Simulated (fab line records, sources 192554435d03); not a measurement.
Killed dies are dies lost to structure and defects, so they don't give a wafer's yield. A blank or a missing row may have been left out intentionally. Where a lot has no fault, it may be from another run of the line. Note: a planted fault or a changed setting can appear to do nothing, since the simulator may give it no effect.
The tool behind it: which one? ; flow n5 finfet ; 72 wafers from 24 lots sampled at 6 of the route's 1938 steps

## WHAT THE GAUGES SHOWED, per wafer
N5_BEOL_M2_THK_MEAS_53: measures by xrf.
lot;measured;on;M2_THK (nm)
L075;day 7 15:20;film metro-02;41.1 41.7 43.1
L074;day 7 14:35;film metro-02;39.1 39.3 42.6
L076;day 12 07:57;film metro-01;42.0 38.1 40.7
L078;day 7 18:14;film metro-02;41.2 44.0 42.6
L077;day 7 22:11;film metro-01;40.5 44.7 41.2
L080;day 8 13:29;film metro-01;41.6 37.9 38.6
L079;day 8 13:17;film metro-02;43.2 42.4 44.7
L081;day 9 09:26;film metro-01;43.5 39.5 39.6
L082;day 10 01:25;film metro-02;39.6 42.6 41.1
L083;day 10 01:30;film metro-01;40.7 40.7 40.0
L084;day 11 03:41;film metro-02;40.8 39.5 39.5
L085;day 11 22:29;film metro-02;38.6 42.6 41.3
L087;day 12 02:07;film metro-02;40.0 40.6 38.5
L086;day 12 02:28;film metro-01;42.0 39.2 40.3
L089;day 12 05:59;film metro-01;41.3 41.5 40.4
L090;day 12 08:38;film metro-01;37.8 38.6 38.7
L088;day 12 13:56;film metro-01;40.0 41.9 41.2
L092;day 12 17:29;film metro-02;38.0 39.9 38.6
L091;day 12 15:32;film metro-01;41.2 40.9 39.5
L093;day 12 20:41;film metro-01;44.4 42.6 41.5
L094;day 13 00:08;film metro-02;42.9 39.9 38.0
L095;day 13 00:24;film metro-01;39.0 39.3 40.4
L096;day 13 03:41;film metro-01;38.7 38.5 37.1
L097;day 13 09:09;film metro-02;40.5 42.4 41.0

N5_BEOL_M3_THK_MEAS_01.
lot;measured;on;M3_ILD_THK (nm)
L075;day 7 15:47;film metro-01;78.4 76.4 79.4
L074;day 7 14:58;film metro-02;79.4 79.7 78.1
L076;day 12 08:22;film metro-02;77.7 79.4 77.7
L078;day 7 18:38;film metro-02;79.4 77.6 80.0
L077;day 7 22:43;film metro-01;80.0 80.5 80.4
L080;day 8 13:53;film metro-02;77.8 78.9 79.2
L079;day 8 13:41;film metro-02;78.0 80.2 80.1
L081;day 9 09:50;film metro-02;77.5 77.1 79.1
L082;day 10 01:52;film metro-01;78.3 77.6 81.5
L083;day 10 02:04;film metro-01;77.5 77.7 77.5
L084;day 11 04:05;film metro-01;79.8 77.4 79.8
L085;day 11 22:53;film metro-02;78.1 79.6 79.8
L087;day 12 02:32;film metro-01;78.5 78.0 79.4
L086;day 12 02:53;film metro-02;79.0 79.3 80.1
L089;day 12 06:24;film metro-01;78.0 78.6 78.5
L090;day 12 09:03;film metro-01;80.4 81.2 80.0
L088;day 12 14:21;film metro-02;79.4 80.8 80.0
L092;day 12 17:52;film metro-02;78.6 78.4 79.1
L091;day 12 15:57;film metro-01;77.7 78.7 79.6
L093;day 12 21:05;film metro-02;78.4 79.7 79.6
L094;day 13 00:34;film metro-01;76.6 76.5 78.5
L095;day 13 00:49;film metro-01;77.9 77.9 78.2
L096;day 13 04:04;film metro-01;77.0 79.0 78.7
L097;day 13 09:43;film metro-02;78.2 79.9 78.1

## EACH LOT AND THE TOOL THAT RAN IT (in order: tool; ch and the chambers of the sampled wafers; start)
lot;N5_BEOL_M2_ETCH_69;N5_BEOL_M2_ETCH_41;N5_BEOL_M2_SURFACE_TREAT_85;N5_BEOL_M2_DEP_57
L075;rie diel-05 ch 0,1,2, day 7 08:29;rie diel-05 ch 0,2, day 7 11:40 or earlier;pvd sputter-03, day 7 11:40;pecvd-03 ch 0,1,2, day 7 15:35
L074;rie diel-05 ch 0,1,2, day 7 08:36;rie diel-03 ch 1,2, day 7 11:45 or earlier;pvd sputter-02, day 7 11:45;pecvd-03 ch 0,1, day 7 14:46
L076;rie diel-03 ch 1,2,3, day 7 09:39;rie diel-01 ch 0,1, day 7 15:10 or earlier;pvd sputter-03, day 7 15:10;pecvd-03 ch 0,1, day 12 08:10
L078;rie diel-05 ch 0,1,2, day 7 12:35;rie diel-05 ch 1,2, day 7 15:11 or earlier;pvd sputter-01, day 7 15:11;pecvd-04 ch 0,1, day 7 18:26
L077;rie diel-05 ch 0,1,2, day 7 15:35;rie diel-05 ch 0,1,2, day 7 19:19 or earlier;pvd sputter-03, day 7 19:19;pecvd-02 ch 0,1,2, day 7 22:32
L080;rie diel-01 ch 1,2,3, day 8 04:46;rie diel-01 ch 1,2,3, day 8 10:38 or earlier;pvd sputter-03, day 8 10:38;pecvd-03 ch 0,2, day 8 13:41
L079;rie diel-01 ch 1,3, day 8 06:07;rie diel-05 ch 2,3, day 8 10:31 or earlier;pvd sputter-03, day 8 10:31;pecvd-02 ch 0,1,2, day 8 13:29
L081;rie diel-01 ch 0,1,2, day 9 02:59;rie diel-05 ch 2,3, day 9 05:04 or earlier;pvd sputter-03, day 9 05:04;pecvd-03 ch 1,2, day 9 09:38
L082;rie diel-03 ch 1,2,3, day 9 04:11;rie diel-01 ch 0,2,3, day 9 22:33 or earlier;pvd sputter-02, day 9 22:33;pecvd-04 ch 0,1,2, day 10 01:40
L083;rie diel-03 ch 1,2, day 9 10:32;rie diel-03 ch 0,3, day 9 22:37 or earlier;pvd sputter-02, day 9 22:37;pecvd-03 ch 1, day 10 01:50
L084;rie diel-05 ch 0,2,3, day 9 23:27;rie diel-03 ch 1,2, day 10 23:07 or earlier;pvd sputter-02, day 10 23:07;pecvd-02 ch 0,1,2, day 11 03:53
L085;rie diel-05 ch 1,2,3, day 10 06:27;rie diel-05 ch 1,3, day 11 19:40 or earlier;pvd sputter-03, day 11 19:40;pecvd-04 ch 0,2, day 11 22:41
L087;rie diel-03 ch 0,1,2, day 10 15:47;rie diel-03 ch 0,1, day 11 23:10 or earlier;pvd sputter-02, day 11 23:10;pecvd-03 ch 0,1, day 12 02:19
L086;rie diel-03 ch 1,2, day 10 18:46;rie diel-05 ch 0,3, day 11 23:32 or earlier;pvd sputter-02, day 11 23:32;pecvd-03 ch 0,1, day 12 02:40
L089;rie diel-03 ch 0,1,2, day 10 21:51;rie diel-05 ch 0,2,3, day 12 03:12 or earlier;pvd sputter-02, day 12 03:12;pecvd-02 ch 0,1,2, day 12 06:12
L090;rie diel-03 ch 0,1, day 10 22:05;rie diel-01 ch 0,2, day 12 05:41 or earlier;pvd sputter-03, day 12 05:41;pecvd-03 ch 0,1, day 12 08:50
L088;rie diel-03 ch 1,2, day 11 00:15;rie diel-05 ch 0,2, day 12 09:19 or earlier;pvd sputter-03, day 12 09:19;pecvd-04 ch 0,2, day 12 14:08
L092;rie diel-05 ch 0,1,3, day 11 05:10;rie diel-01 ch 0,1,2, day 12 13:41 or earlier;pvd sputter-03, day 12 13:41;pecvd-03 ch 0,1,2, day 12 17:40
L091;rie diel-03 ch 0,1,2, day 11 08:35;rie diel-03 ch 2,3, day 12 12:38 or earlier;pvd sputter-01, day 12 12:38;pecvd-04 ch 0,2, day 12 15:44
L093;rie diel-03 ch 2,3, day 11 11:41;rie diel-05 ch 1,2, day 12 17:50 or earlier;pvd sputter-02, day 12 17:50;pecvd-04 ch 0,1,2, day 12 20:53
L094;rie diel-03 ch 0,2,3, day 11 11:52;rie diel-01 ch 0,1,3, day 12 21:02 or earlier;pvd sputter-01, day 12 21:02;pecvd-04 ch 0,1, day 13 00:20
L095;rie diel-01 ch 1,2,3, day 11 21:13;rie diel-05 ch 1,2, day 12 21:10 or earlier;pvd sputter-01, day 12 21:10;pecvd-04 ch 0,1, day 13 00:37
L096;rie diel-05 ch 1,2,3, day 12 18:20;rie diel-01 ch 0,1,2, day 13 00:50 or earlier;pvd sputter-03, day 13 00:50;pecvd-02 ch 0,2, day 13 03:52
L097;rie diel-01 ch 0,1,3, day 12 18:55;rie diel-03 ch 0,1,3, day 13 04:05 or earlier;pvd sputter-03, day 13 04:05;pecvd-04 ch 0,1, day 13 09:31
- N5_BEOL_M2_ETCH_69: etches SiARC in CF4, target depth 15.6 nm, time 26 s.
- N5_BEOL_M2_ETCH_41: etches SiCN in CH3F/O2, target depth 29.9 nm, time 52.5 s.
- N5_BEOL_M2_SURFACE_TREAT_85
- N5_BEOL_M2_DEP_57: deposits SiCN from 3MS/NH3, target thk 8 nm, time 14 s.

## WHAT THE TOOLS THEMSELVES READ (means of the sampled wafers that have a number; where no wafer has one, the mark that the record gives instead)
N5_BEOL_M2_ETCH_69.
lot;tool;drypump motor current A (A);etch rf on time s (s);oes product au (a.u.);rf fwd power W (W);rf vpp V (V);showerhead plenum p Torr (Torr);throttle valve pct (%)
L075;rie diel-05;5.7;25.4;0.74;531.6;184.4;2.17;15.57
L074;rie diel-05;5.7;25.4;0.74;530.9;184.4;2.17;15.56
L076;rie diel-03;6.3;25.8;0.69;530.7;184.8;2.19;15.73
L078;rie diel-05;5.7;25.5;0.73;531.8;184.0;2.17;15.57
L077;rie diel-05;5.7;25.6;0.73;530.6;184.4;2.17;15.57
L080;rie diel-01;5.7;25.8;0.66;533.6;182.9;2.09;15.47
L079;rie diel-01;6.0;25.2;0.70;532.3;183.1;2.05;15.31
L081;rie diel-01;6.0;26.3;0.66;532.0;183.6;2.12;15.58
L082;rie diel-03;6.3;26.0;0.68;532.6;184.0;2.18;15.77
L083;rie diel-03;6.6;25.9;0.72;531.4;184.3;2.17;15.49
L084;rie diel-05;5.5;25.7;0.71;530.6;183.8;2.17;15.55
L085;rie diel-05;5.8;25.5;0.73;533.6;183.5;2.14;15.49
L087;rie diel-03;6.4;26.0;0.71;530.8;183.9;2.14;15.61
L086;rie diel-03;6.6;25.8;0.70;532.0;184.6;2.17;15.64
L089;rie diel-03;6.4;26.0;0.71;532.3;185.5;2.14;15.61
L090;rie diel-03;6.3;26.2;0.70;530.6;183.9;2.14;15.48
L088;rie diel-03;6.5;26.1;0.71;531.7;183.8;2.17;15.52
L092;rie diel-05;5.7;26.1;0.74;530.4;183.8;2.13;15.43
L091;rie diel-03;6.4;26.0;0.70;532.4;184.3;2.14;15.61
L093;rie diel-03;6.3;25.4;0.75;531.4;184.5;2.18;15.74
L094;rie diel-03;6.1;25.8;0.74;530.9;184.0;2.15;15.72
L095;rie diel-01;5.7;25.9;0.64;531.1;182.6;2.08;15.52
L096;rie diel-05;5.8;25.8;0.71;531.7;184.0;2.14;15.53
L097;rie diel-01;5.9;26.1;0.65;532.6;182.5;2.03;15.53

N5_BEOL_M2_ETCH_41.
lot;tool;CH3F_flow_sccm (sccm);drypump motor current A (A);oes product au (a.u.);rf fwd power W (W);rf vpp V (V);showerhead plenum p Torr (Torr);throttle valve pct (%)
L075;rie diel-05;29.93;5.5;0.79;390.3;298.0;2.06;16.36
L074;rie diel-03;29.92;6.6;0.85;391.5;298.0;2.04;16.32
L076;rie diel-01;30.06;6.3;0.83;389.1;296.0;1.94;16.07
L078;rie diel-05;30.05;5.8;0.83;389.4;298.0;2.04;16.32
L077;rie diel-05;29.95;5.7;0.85;390.2;298.0;2.03;16.26
L080;rie diel-01;30.01;5.7;0.77;389.9;296.1;1.95;16.19
L079;rie diel-05;29.94;5.6;0.82;390.7;297.1;2.04;16.26
L081;rie diel-05;29.92;5.6;0.86;391.4;297.5;2.00;16.11
L082;rie diel-01;30.06;5.6;0.72;389.3;296.9;1.93;16.37
L083;rie diel-03;29.94;5.7;0.73;389.4;297.8;2.02;16.72
L084;rie diel-03;30.19;6.6;0.82;391.2;298.6;2.03;16.24
L085;rie diel-05;29.88;6.0;0.88;389.9;296.2;1.96;16.10
L087;rie diel-03;30.05;6.3;0.81;391.8;297.5;2.00;16.21
L086;rie diel-05;29.92;5.5;0.86;390.4;296.8;1.99;16.09
L089;rie diel-05;29.95;5.5;0.81;389.3;297.7;2.02;16.25
L090;rie diel-01;29.95;5.9;0.72;390.1;296.4;1.96;16.50
L088;rie diel-05;30.07;5.5;0.76;390.3;298.7;2.05;16.42
L092;rie diel-01;30.01;6.0;0.74;388.9;297.0;1.97;16.33
L091;rie diel-03;29.99;6.3;0.86;391.0;297.9;2.04;16.48
L093;rie diel-05;30.08;5.8;0.78;390.1;297.4;2.02;16.38
L094;rie diel-01;30.01;5.9;0.75;390.7;295.1;1.89;16.22
L095;rie diel-05;30.01;6.0;0.83;388.3;296.9;1.99;16.28
L096;rie diel-01;30.03;6.0;0.74;389.9;296.9;1.97;16.34
L097;rie diel-03;30.05;6.0;0.85;390.1;297.1;2.00;16.33

N5_BEOL_M2_DEP_57.
lot;tool;rf fwd power W (W);showerhead plenum p Torr (Torr);throttle valve pct (%)
L075;pecvd-03;199.4;3.665;9.1
L074;pecvd-03;199.1;3.667;9.1
L076;pecvd-03;199.4;3.658;9.2
L078;pecvd-04;199.3;3.664;9.6
L077;pecvd-02;199.9;3.666;9.2
L080;pecvd-03;199.7;3.664;9.0
L079;pecvd-02;200.1;3.669;9.2
L081;pecvd-03;199.7;3.673;8.9
L082;pecvd-04;199.3;3.667;9.4
L083;pecvd-03;198.3;3.668;9.1
L084;pecvd-02;200.2;3.668;9.2
L085;pecvd-04;198.6;3.661;9.1
L087;pecvd-03;199.4;3.662;9.2
L086;pecvd-03;200.2;3.660;9.3
L089;pecvd-02;199.6;3.668;9.1
L090;pecvd-03;199.0;3.664;9.1
L088;pecvd-04;198.9;3.670;9.2
L092;pecvd-03;199.3;3.672;8.8
L091;pecvd-04;198.8;3.678;9.1
L093;pecvd-04;199.3;3.672;9.4
L094;pecvd-04;199.5;3.673;9.8
L095;pecvd-04;199.6;3.662;9.6
L096;pecvd-02;199.9;3.653;8.9
L097;pecvd-04;200.5;3.671;9.8

## THE ANSWER, worked out from the rows above alone
Rule: what is usual is taken from the lots themselves. The widest of any qualifying gaps counts: lots, ordered by their means at a reading, are off when they make up no more than a third of the lots, leave a main group of 4 or more, and stand apart from it by 3 or more times the standard deviation of that group's means. If all means in a main group match to the digits the tables above print for the reading, that group is not used. A lot without any number at a reading at which 4 lots or more have one is off too. All remaining lots with rows at the step are treated as sound. After the gauges, taken in route order, come the tools' own readings; for these a lot's mean is taken, as printed above. The first step at which some lot is off is used, and at that step the reading that is off furthest; a lot without a number counts as furthest.
None of the lots is off at any reading shown; this tells nothing.

## WHAT THE SIMULATOR HAD INSERTED
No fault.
